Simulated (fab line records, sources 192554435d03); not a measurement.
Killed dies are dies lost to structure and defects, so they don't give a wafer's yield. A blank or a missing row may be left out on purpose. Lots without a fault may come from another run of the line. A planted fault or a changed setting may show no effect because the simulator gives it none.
fab line records | flow n5_finfet | part 1 of 2: steps 1 to 40 of 41
record lots=7 wafers=19 last_day=18
route steps=1938 shown SD_EPI_N@281 SD_EPI_P@295 PASSIVATION@1936
lots that met no fault: from a run of the same line without faults
start_h: hours from the record's first day to the start of the lot's first wafer shown | wait_h: hours since the lot's step before | " the same as in the row above | L1.1+2: a row that stands for several wafers | - no value, or no start given | * or withheld: withheld | < > ~ a bound
route shown NAME@n: a module of which the file shows steps, and the number in the route of the first | usual: mean/standard deviation of fault-free wafers | same: alike in all rows | chamber/n: place in a boat | sites: the reading at each site | _std_site: their standard deviation | _edge_site: outer sites' mean less inner sites' | radius_mm: how far each site lies from the wafer's centre | mask NAME#n: copy n | behind: the tool/chamber that last shaped the wafer | hold: why the lot was held/for how many hours/how that ended | device: the transistor (n, p or np) that didn't switch | end of line: the same wafers' tests at the end of the route | a step without rows: its recipe alone | killed: dies lost to structure and defects at the first sort, not the wafer's yield | map: a wafer's dies, x killed, . not, _ none there
set.NAME: the setting as run; set.NAME@STEP: as run at that earlier step | model.NAME: the simulator's own value behind a step, which no gauge read
lots at some steps of the route; a table a step, a row a wafer
services: from which hour (start_h, from the record's first day; less than 0 if before it) a tool's chamber was out of use, for how many hours, and why
## steps
# step N5_SD_EPI_N_SD_RECESS_17
# recipe chemistry=HBr/Cl2/O2 target_depth_a=410 mask_material=SOC time_s=23.7 bt_time_s=3 pressure_mtorr=10 icp_w=800 bias_w=112 HBr_flow_sccm=150 Cl2_flow_sccm=80 O2_flow_sccm=12
# usual drypump_motor_current_A=5.6/0.39 oes_product_au=1.006/0.019 throttle_valve_pct=37.1/0.37
# columns lot.wafer tool chamber start_h wait_h drypump_motor_current_A oes_product_au rf_hours_counter_h throttle_valve_pct
L225.1 rie_si-06 2 95.21 0.0 6.3 1.014 6 36.9
L225.2 " 0 " " 5.9 1.022 57 37.2
L225.5 " 0 " " 5.9 1.018 - 37.2
L228.1 rie_si-04 3 113.35 0.0 5.2 1.026 80 37.0
L228.2 " 1 " " 5.6 0.990 50 37.2
L228.3 " 0 " " 5.5 1.021 6 36.6
L235.1 rie_si-02 2 150.28 0.0 5.7 1.011 98 37.3
L235.2 " 0 " " 5.3 0.992 98 37.2
L237.4 rie_si-04 0 163.30 0.0 5.5 1.023 7 36.6
L237.6 " 2 " " 4.9 0.995 - 37.4
L238.2 rie_si-06 0 169.72 0.0 5.9 1.027 58 37.2
L238.4 " 3 " " 5.5 0.981 - 37.3
L238.6 " 2 " " 6.2 1.030 - 36.9
L240.1 rie_si-02 3 180.48 0.0 6.0 1.030 111 37.4
L240.2 " 2 " " 5.7 1.013 99 37.3
L240.4 " 0 " " 5.3 1.003 99 37.2
L241.1 rie_si-04 0 190.22 0.0 5.5 1.020 7 36.6
L241.4 " 3 " " 5.3 1.022 82 37.0
L241.6 " 2 " " 4.9 0.993 - 37.4
# step N5_SD_EPI_N_STRIP_38
# recipe chemistry=N2/H2 power_w=1000 temp_c=250 h2_frac=0.65 overash_fraction=0.3 pressure_mtorr=withheld n2_flow_sccm=1750 h2_flow_sccm=3250
# step N5_SD_EPI_N_WET_ETCH_43
# recipe chemistry=dHF dilution=withheld time_s=14 target=SiO2 target_depth_a=15 temp_c=25
# step N5_SD_EPI_N_STRIP_18
# recipe chemistry=SPM time_s=750 temp_c=130 h2so4_h2o2_vol_ratio=4
# step N5_SD_EPI_N_SRD_20
# recipe dry=ipa_marangoni do_ppb=5 time_s=30 temp_c=23 rinse_liquid=diw
# step N5_SD_EPI_N_PRECLEAN_48
# recipe chemistry=NF3:NH3 afs_cycles=2 temp_c=30 time_s=20 sublimation_temp_c=180 sublimation_time_s=60 pressure_torr=3 rf_power_w=30
# step N5_SD_EPI_N_VAPOR_ETCH_50
# recipe chemistry=HCl target=Si temp_c=775 time_s=54 pressure_torr=20 mode=isotropic
# usual throttle_valve_pct=11.9/0.32
# columns lot.wafer tool chamber start_h wait_h throttle_valve_pct
L225.1 epi_rpcvd-04 0 96.05 0.3 12.2
L225.2 " 0 " " 12.3
L225.5 " 0 " " 12.1
L228.1 epi_rpcvd-04 0 114.27 0.4 12.2
L228.2 " 0 " " 12.2
L228.3 " 0 " " 12.1
L235.1 epi_rpcvd-01 0 151.08 0.3 11.8
L235.2 " 0 " " 11.2
L237.4 epi_rpcvd-03 0 164.22 0.2 12.1
L237.6 " 0 " " 12.3
L238.2 epi_rpcvd-04 0 170.75 0.4 12.0
L238.4 " 0 " " 11.8
L238.6 " 0 " " 12.0
L240.1 epi_rpcvd-03 0 181.29 0.3 11.9
L240.2 " 0 " " 12.0
L240.4 " 0 " " 12.1
L241.1 epi_rpcvd-03 0 191.14 0.4 12.4
L241.4 " 0 " " 12.2
L241.6 " 0 " " 12.1
# step N5_SD_EPI_N_EPI_21
# recipe material=Si:P dopant=P temp_c=680 pressure_torr=255 time_s=690
# step N5_SD_EPI_N_EPI_MEAS_23
# recipe mode=xrd
# usual thk_nm=59.0/1.3
# columns lot.wafer tool chamber start_h wait_h thk_nm
L225.1 film_metro-01 - 97.95 1.4 60.3
L225.2 " - " " 59.5
L225.5 " - " " 59.7
L228.1 film_metro-01 - 116.79 1.9 59.5
L228.2 " - " " 59.4
L228.3 " - " " 61.6
L235.1 film_metro-02 - 152.98 1.4 56.5
L235.2 " - " " 58.3
L237.4 film_metro-01 - 166.03 0.6 59.5
L237.6 " - " " 58.8
L238.2 film_metro-01 - 173.24 1.5 58.4
L238.4 " - " " 58.0
L238.6 " - " " 57.4
L240.1 film_metro-01 - 183.19 1.4 59.0
L240.2 " - " " 57.1
L240.4 " - " " 60.0
L241.1 film_metro-02 - 193.66 1.9 60.2
L241.4 " - " " 60.7
L241.6 " - " " 59.9
# step N5_SD_EPI_N_PRECLEAN_24
# recipe chemistry=O3/DIW time_s=60 temp_c=22 o3_ppm=10
# step N5_SD_EPI_N_SRD_25
# recipe time_s=30 temp_c=23 rinse_liquid=diw dry=ipa_marangoni
# step N5_SD_EPI_N_PRECLEAN_49
# recipe chemistry=NF3:NH3 afs_cycles=1 temp_c=30 time_s=20 sublimation_temp_c=180 sublimation_time_s=60 pressure_torr=3 rf_power_w=30
# step N5_SD_EPI_N_LINER_46
# recipe material=SiNx target_thk_a=30 temp_c=400 ald_precursor_family=SiH2I2 ald_co_reactant=N2/H2-plasma pressure_torr=2
# usual heater_power_w=862/66
# columns lot.wafer tool chamber start_h wait_h heater_power_w model.SiNx_of_SD_EPI_N_LINER_46.thk_nm
L225.1 ald_sin-03 0 99.52 1.4 913 3
L225.2 " 3 " " 879 3
L225.5 " 0 " " 901 3
L228.1 ald_sin-03 2 117.99 1.1 917 3
L228.2 " 1 " " 971 3
L228.3 " 0 " " 918 3
L235.1 ald_sin-03 2 153.49 0.4 889 1.8
L235.2 " 1 " " 964 3
L237.4 ald_sin-03 3 166.46 0.2 916 2
L237.6 " 1 " " 984 3
L238.2 ald_sin-03 1 173.55 0.1 989 3
L238.4 " 2 " " 905 1.8
L238.6 " 0 " " 922 3
L240.1 ald_sin-04 3 183.55 0.2 873 3
L240.2 " 0 " " 813 3
L240.4 " 0 " " 815 3
L241.1 ald_sin-04 2 193.97 0.2 755 3
L241.4 " 0 " " 839 3
L241.6 " 2 " " 769 3
# step N5_SD_EPI_N_INSPECT_26
# recipe inspect_instrument=darkfield mode=post_epi
# usual raw_defect_count=201/40
# columns lot.wafer tool chamber start_h wait_h raw_defect_count
L225.1 defect_inspect-01 - 99.77 0.1 173
L225.2 " - " " 189
L225.5 " - " " 154
L228.1 defect_inspect-01 - 118.24 0.1 199
L228.2 " - " " 182
L228.3 " - " " 240
L235.1 defect_inspect-02 - 153.74 0.1 191
L235.2 " - " " 191
L237.4 defect_inspect-01 - 166.60 0.0 180
L237.6 " - " " 247
L238.2 defect_inspect-02 - 173.80 0.1 179
L238.4 " - " " 195
L238.6 " - " " 211
L240.1 defect_inspect-01 - 183.81 0.2 201
L240.2 " - " " 283
L240.4 " - " " 206
L241.1 defect_inspect-02 - 194.22 0.1 162
L241.4 " - " " 214
L241.6 " - " " 274
# step N5_SD_EPI_P_COAT_34
# recipe resist=SOC temp_c=250 time_s=60 spin_rpm=1500 resist_thk_nm=350
# step N5_SD_EPI_P_COAT_35
# recipe resist=SiARC temp_c=220 time_s=60 spin_rpm=1500 resist_thk_nm=35
# step N5_SD_EPI_P_COAT_03
# recipe resist=CAR-ArF-block spin_rpm=1500 resist_thk_nm=150
# step N5_SD_EPI_P_EBR_05
# recipe solvent=PGMEA ebr_width_mm=1.5
# step N5_SD_EPI_P_SOFTBAKE_04
# recipe temp_c=110 time_s=60 resist=CAR-ArF-block
# step N5_SD_EPI_P_EXPOSE_06
# recipe mask_id=SD_P_BLK na=1.35 source_shape=conventional sigma_outer=0.8 polarization=unpolarized target_cd_nm=240 dose_mj=39.5
# step N5_SD_EPI_P_PEB_07
# recipe peb_temp_c=110 peb_time_s=60 resist=CAR-ArF-block
# step N5_SD_EPI_P_DEVELOP_08
# recipe develop_time_s=30 developer=TMAH resist=CAR-ArF-block dev_temp_c=23 rinse_liquid=diw dry=air_spin
# step N5_SD_EPI_P_CD_MEAS_09
# recipe target_cd_nm=240 landing_energy_ev=500 detector=se_inlens
# usual cd_nm=240.9/0.86
# columns lot.wafer tool chamber start_h wait_h cd_nm
L225.1 cd_sem-01 0 100.04 - 242.5
L225.2 " 0 " " 241.6
L225.5 " 0 " " 241.3
L228.1 cd_sem-03 0 118.51 - 239.5
L228.2 " 0 " " 240.2
L228.3 " 0 " " 240.2
L235.1 cd_sem-02 0 154.01 - 242.8
L235.2 " 0 " " 242.1
L237.4 cd_sem-03 0 167.05 - 240.9
L237.6 " 0 " " 241.1
L238.2 cd_sem-03 0 174.20 - 239.6
L238.4 " 0 " " 240.7
L238.6 " 0 " " 240.1
L240.1 cd_sem-01 0 184.22 - 241.5
L240.2 " 0 " " 240.0
L240.4 " 0 " " 240.8
L241.1 cd_sem-03 0 194.49 - 240.3
L241.4 " 0 " " 239.9
L241.6 " 0 " " 240.1
# step N5_SD_EPI_P_OVL_MEAS_10
# recipe points_per_wafer=44
# usual SD_P_BLK_OVL=-0.9/0.77
# columns lot.wafer tool chamber start_h wait_h SD_P_BLK_OVL[nm]
L225.1 overlay-02 0 100.07 0.0 0.4
L225.2 " 0 " " -1.3
L225.5 " 0 " " -0.7
L228.1 overlay-01 0 118.54 0.0 -2.8
L228.2 " 0 " " -1.3
L228.3 " 0 " " -1.6
L235.1 overlay-02 0 154.04 0.0 -1.7
L235.2 " 0 " " -1.6
L237.4 overlay-01 0 167.07 0.0 0.0
L237.6 " 0 " " -0.1
L238.2 overlay-01 0 174.23 0.0 -0.5
L238.4 " 0 " " -0.4
L238.6 " 0 " " -0.2
L240.1 overlay-02 0 184.25 0.0 -1.1
L240.2 " 0 " " -1.3
L240.4 " 0 " " -1.6
L241.1 overlay-02 0 194.53 0.0 -1.1
L241.4 " 0 " " -0.6
L241.6 " 0 " " -0.9
# step N5_SD_EPI_P_INSPECT_11
# recipe mode=adi inspect_instrument=macro
# usual raw_defect_count=2.0/1.4
# columns lot.wafer tool chamber start_h wait_h raw_defect_count
L225.1 defect_inspect-02 - 100.10 0.0 2
L225.2 " - " " 1
L225.5 " - " " 0
L228.1 defect_inspect-01 - 118.57 0.0 2
L228.2 " - " " 3
L228.3 " - " " 2
L235.1 defect_inspect-01 - 154.07 0.0 4
L235.2 " - " " 1
L237.4 defect_inspect-01 - 167.10 0.0 1
L237.6 " - " " 1
L238.2 defect_inspect-02 - 174.25 0.0 2
L238.4 " - " " 1
L238.6 " - " " 0
L240.1 defect_inspect-02 - 184.27 0.0 3
L240.2 " - " " 3
L240.4 " - " " 5
L241.1 defect_inspect-02 - 194.55 0.0 2
L241.4 " - " " 3
L241.6 " - " " 1
# step N5_SD_EPI_P_DESCUM_14
# recipe chemistry=O2 time_s=7.9 source_power_w=50 bias_power_w=20 pressure_mtorr=20 rf_frequency_hz=2.712e+07 temp_c=40 resist=CAR-ArF-block o2_flow_sccm=225
# usual drypump_motor_current_A=5.71/0.28 oes_product_au=0.78/0.081 rf_vpp_V=242.5/1.3 showerhead_plenum_p_Torr=2.05/0.058 temp_c=40.00/0.12 throttle_valve_pct=20.46/0.23
# columns lot.wafer tool chamber start_h wait_h drypump_motor_current_A oes_product_au rf_hours_counter_h rf_vpp_V showerhead_plenum_p_Torr temp_c throttle_valve_pct
L225.1 rie_diel-06 2 100.13 0.0 5.33 0.69 232 241.8 2.00 40.08 20.89
L225.2 " 3 " " 5.87 0.79 117 242.6 2.00 40.12 20.25
L225.5 " 0 " " 5.57 0.91 - 242.5 2.05 40.16 20.20
L228.1 rie_diel-06 0 118.60 0.0 5.57 0.91 21 241.6 2.05 39.93 20.20
L228.2 " 1 " " 5.64 0.76 149 242.1 2.03 39.80 20.50
L228.3 " 2 " " 5.34 0.68 237 241.3 2.00 39.95 20.91
L235.1 rie_diel-03 0 154.10 0.0 6.39 0.97 0 243.7 2.07 39.95 20.39
L235.2 " 2 " " 6.07 0.70 192 241.0 1.99 39.97 20.37
L237.4 rie_diel-06 1 167.31 0.2 5.66 0.76 - 242.6 2.02 40.01 20.52
L237.6 " 2 " " 5.36 0.68 - 240.7 2.00 40.05 20.89
L238.2 rie_diel-06 1 174.29 0.0 5.65 0.75 164 240.5 2.02 39.75 20.53
L238.4 " 2 " " 5.34 0.68 - 240.6 2.00 40.10 20.90
L238.6 " 0 " " 5.59 0.87 - 241.8 2.05 40.12 20.23
L240.1 rie_diel-03 0 184.32 0.0 6.44 0.92 10 243.7 2.07 40.02 20.40
L240.2 " 1 " " 5.93 0.76 140 244.1 2.08 39.87 20.28
L240.4 " 3 " " 5.69 0.75 173 240.8 1.99 39.89 20.61
L241.1 rie_diel-03 1 194.69 0.1 6.01 0.76 143 242.3 2.08 39.73 20.29
L241.4 " 3 " " 5.69 0.76 176 241.9 1.99 39.88 20.61
L241.6 " 3 " " 5.70 0.76 - 242.3 1.99 40.01 20.60
# step N5_SD_EPI_P_ETCH_36
# recipe chemistry=CF4 target=SiARC target_depth_a=455 mask_material=CAR-ArF-block time_s=75.8 ion_energy_ev=80 pressure_mtorr=40 source_w=545 bias_w=36 Ar_flow_sccm=100 cf4_flow_sccm=100 ends=cleared
# usual drypump_motor_current_A=5.71/0.28 etch_rf_on_time_s=75/3 oes_product_au=0.68/0.068 rf_vpp_V=183.5/1.1 showerhead_plenum_p_Torr=2.10/0.061 throttle_valve_pct=15.65/0.23
# columns lot.wafer tool chamber start_h wait_h drypump_motor_current_A etch_rf_on_time_s oes_product_au rf_hours_counter_h rf_vpp_V showerhead_plenum_p_Torr throttle_valve_pct
L225.1 rie_diel-06 2 100.17 0.0 5.35 73 0.61 232 182.4 2.05 15.97
L225.2 " 3 " " 5.87 72 0.69 117 184.3 2.06 15.48
L225.5 " 0 " " 5.57 77 0.78 - 182.6 2.10 15.24
L228.1 rie_diel-06 0 118.64 0.0 5.54 77 0.77 21 183.0 2.09 15.23
L228.2 " 1 " " 5.65 75 0.66 149 181.8 2.06 15.59
L228.3 " 2 " " 5.33 72 0.61 237 182.5 2.05 15.99
L235.1 rie_diel-03 0 154.14 0.0 6.39 76 0.84 0 182.8 2.09 15.30
L235.2 " 2 " " 6.08 75 0.61 192 182.9 2.05 15.62
L237.4 rie_diel-06 1 167.36 0.0 5.66 74 0.65 - 183.0 2.05 15.63
L237.6 " 2 " " 5.37 73 0.60 - 183.2 2.04 15.99
L238.2 rie_diel-06 1 174.32 0.0 5.66 73 0.66 164 182.0 2.05 15.62
L238.4 " 2 " " 5.30 71 0.60 - 181.2 2.04 16.01
L238.6 " 0 " " 5.57 78 0.74 - 183.7 2.09 15.26
L240.1 rie_diel-03 0 184.36 0.0 6.41 78 0.78 10 183.6 2.09 15.33
L240.2 " 1 " " 5.92 73 0.67 140 183.7 2.15 15.70
L240.4 " 3 " " 5.68 77 0.65 173 184.4 2.06 15.90
L241.1 rie_diel-03 1 194.73 0.0 5.94 72 0.67 143 183.5 2.15 15.70
L241.4 " 3 " " 5.70 77 0.65 176 183.9 2.06 15.90
L241.6 " 3 " " 5.69 77 0.64 - 183.6 2.06 15.89
# step N5_SD_EPI_P_ETCH_37
# recipe chemistry=N2/H2 target=SOC overetch_a=1080 mask_material=SiARC temp_c=40 ion_energy_ev=100 source_w=3000 bias_w=133 pressure_mtorr=20 time_s=486 n2_flow_sccm=200 h2_flow_sccm=200 ends=end_point
# step N5_SD_EPI_P_STRIP_38
# recipe chemistry=N2/H2 temp_c=40 n2_flow_sccm=200 h2_flow_sccm=200 rf_frequency_hz=6e+07
# step N5_SD_EPI_P_ETCHBACK_46
# recipe chemistry=CH3F/O2 mode=anisotropic_etchback target=SiNx target_depth_a=175 stop_on=SiO2 over_etch_frac=0.3 ion_energy_ev=120 pressure_mtorr=30 source_w=395 bias_w=73 Ar_flow_sccm=150 CH3F_flow_sccm=30 O2_flow_sccm=20
# step N5_SD_EPI_P_ETCH_47
# recipe chemistry=CH3F/O2 target=SiOCN target_depth_a=250 mask_material=SOC ion_energy_ev=60 bias_w=29 pressure_mtorr=30 source_w=410 Ar_flow_sccm=150 CH3F_flow_sccm=30 O2_flow_sccm=20
# usual CH3F_flow_sccm=30.00/0.088 drypump_motor_current_A=5.71/0.28 oes_product_au=0.79/0.082 rf_vpp_V=127.5/2.5 showerhead_plenum_p_Torr=1.95/0.06 throttle_valve_pct=16.31/0.26
# columns lot.wafer tool chamber start_h wait_h CH3F_flow_sccm drypump_motor_current_A oes_product_au rf_hours_counter_h rf_vpp_V showerhead_plenum_p_Torr throttle_valve_pct
L225.1 rie_diel-06 2 100.65 0.1 29.94 5.33 0.72 232 128.3 1.91 16.67
L225.2 " 3 " " 30.06 5.89 0.82 118 127.6 1.91 16.11
L225.5 " 0 " " 29.94 5.57 0.92 - 128.2 1.95 15.92
L228.1 rie_diel-06 0 119.12 0.1 30.12 5.56 0.90 21 130.0 1.94 15.91
L228.2 " 1 " " 30.11 5.62 0.77 150 124.5 1.89 16.14
L228.3 " 2 " " 29.95 5.35 0.71 237 127.7 1.91 16.68
L235.1 rie_diel-03 0 154.62 0.1 30.02 6.42 0.98 0 129.8 1.95 16.03
L235.2 " 2 " " 30.04 6.04 0.70 192 121.5 1.93 16.43
L237.4 rie_diel-06 1 167.86 0.1 30.17 5.63 0.75 - 123.6 1.89 16.16
L237.6 " 2 " " 30.01 5.34 0.70 - 129.3 1.90 16.70
L238.2 rie_diel-06 1 174.80 0.1 30.03 5.64 0.77 164 124.3 1.89 16.17
L238.4 " 2 " " 30.03 5.33 0.70 - 128.0 1.90 16.71
L238.6 " 0 " " 29.84 5.57 0.89 - 127.5 1.94 15.95
L240.1 rie_diel-03 0 184.84 0.1 29.99 6.41 0.93 10 129.7 1.95 16.05
L240.2 " 1 " " 29.88 5.95 0.79 141 125.0 1.99 16.27
L240.4 " 3 " " 30.06 5.70 0.75 173 127.1 1.91 16.52
L241.1 rie_diel-03 1 195.21 0.1 29.88 5.96 0.78 143 125.8 1.99 16.28
L241.4 " 3 " " 30.05 5.71 0.76 176 129.3 1.90 16.55
L241.6 " 3 " " 30.03 5.70 0.76 - 128.1 1.90 16.52
# step N5_SD_EPI_P_ETCH_16
# recipe chemistry=CHF3/O2 target=SiO2 target_depth_a=50 mask_material=SOC pressure_mtorr=30 source_w=650 bias_w=170 Ar_flow_sccm=200 CHF3_flow_sccm=50 O2_flow_sccm=5 ion_energy_ev=200
# step N5_SD_EPI_P_STRIP_50
# recipe chemistry=CHF3/O2 resist=SiARC rf_frequency_hz=6e+07
# step N5_SD_EPI_P_SD_RECESS_17
# recipe chemistry=HBr/Cl2/O2 target_depth_a=391 bt_time_s=3 pressure_mtorr=10 icp_w=800 bias_w=112 HBr_flow_sccm=150 Cl2_flow_sccm=80 O2_flow_sccm=12
# step N5_SD_EPI_P_WET_ETCH_45
# recipe chemistry=dHF dilution=withheld time_s=10.7 target=SiO2 target_depth_a=20 temp_c=25 dry=ipa_marangoni rinse_time_s=30 rinse_temp_c=23
# step N5_SD_EPI_P_STRIP_40
# recipe chemistry=N2/H2 power_w=1000 temp_c=250 h2_frac=0.65 overash_fraction=0.3 pressure_mtorr=withheld n2_flow_sccm=1750 h2_flow_sccm=3250
# step N5_SD_EPI_P_PRECLEAN_52
# recipe chemistry=O3/DIW time_s=60 temp_c=22 o3_ppm=10
# step N5_SD_EPI_P_SRD_20
# recipe dry=ipa_marangoni do_ppb=5 time_s=30 temp_c=23 rinse_liquid=diw
# step N5_SD_EPI_P_PRECLEAN_51
# recipe chemistry=NF3:NH3 afs_cycles=1 temp_c=30 time_s=20 sublimation_temp_c=180 sublimation_time_s=60 pressure_torr=3 rf_power_w=30
# same sublimation_time_s=60
# columns lot.wafer tool chamber start_h wait_h model.SiNx_of_SD_EPI_N_LINER_46.thk_nm
L225.1+2+5 epi_rpcvd-04 0 101.12 0.0 2.6
L228.1+2+3 epi_rpcvd-02 0 119.62 0.0 2.6
L235.1 epi_rpcvd-04 0 155.12 0.0 1.4
L235.2 " 0 " " 2.6
L237.4 epi_rpcvd-03 0 168.37 0.1 1.6
L237.6 " 0 " " 2.6
L238.2+6 epi_rpcvd-03 0 175.31 0.1 2.6
L238.4 " 0 " " 1.4
L240.1+2+4 epi_rpcvd-02 0 185.59 0.0 2.6
L241.1+4+6 epi_rpcvd-02 0 195.68 0.0 2.6
# step N5_SD_EPI_P_VAPOR_ETCH_44
# recipe chemistry=NF3/Ar target=SiGe30 temp_c=25 time_s=3.3 mode=isotropic
## key
first_sign none at tools or gauges
model_effect step=N5_SD_EPI_N_LINER_46 value=SiNx_of_SD_EPI_N_LINER_46.thk_nm without=3 struck=1.867
model_effect step=N5_SD_EPI_P_PRECLEAN_51 value=SiNx_of_SD_EPI_N_LINER_46.thk_nm without=2.6 struck=1.467
met_at N5_SD_EPI_N_LINER_46
struck_wafers L235.1,L237.4,L238.4
tester_left_out L235,L237,L238
onset_between 117.99 153.49
fault kind=process_parameter_drift tool=ald_sin-03 chamber=- onset_h=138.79 steps=N5_SD_EPI_N_LINER_46 channel=target_thk_a offset=* shape=step end_h=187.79 scope=struck_wafers_only acts_in=* stated=*
# tester_left_out: of these lots the tester's yield and bins aren't shown, on N5 and GAA mostly nor the transistor test; their killed dies are dies lost to structure and defects alone, not to doping, threshold or leakage, so they don't give the yield
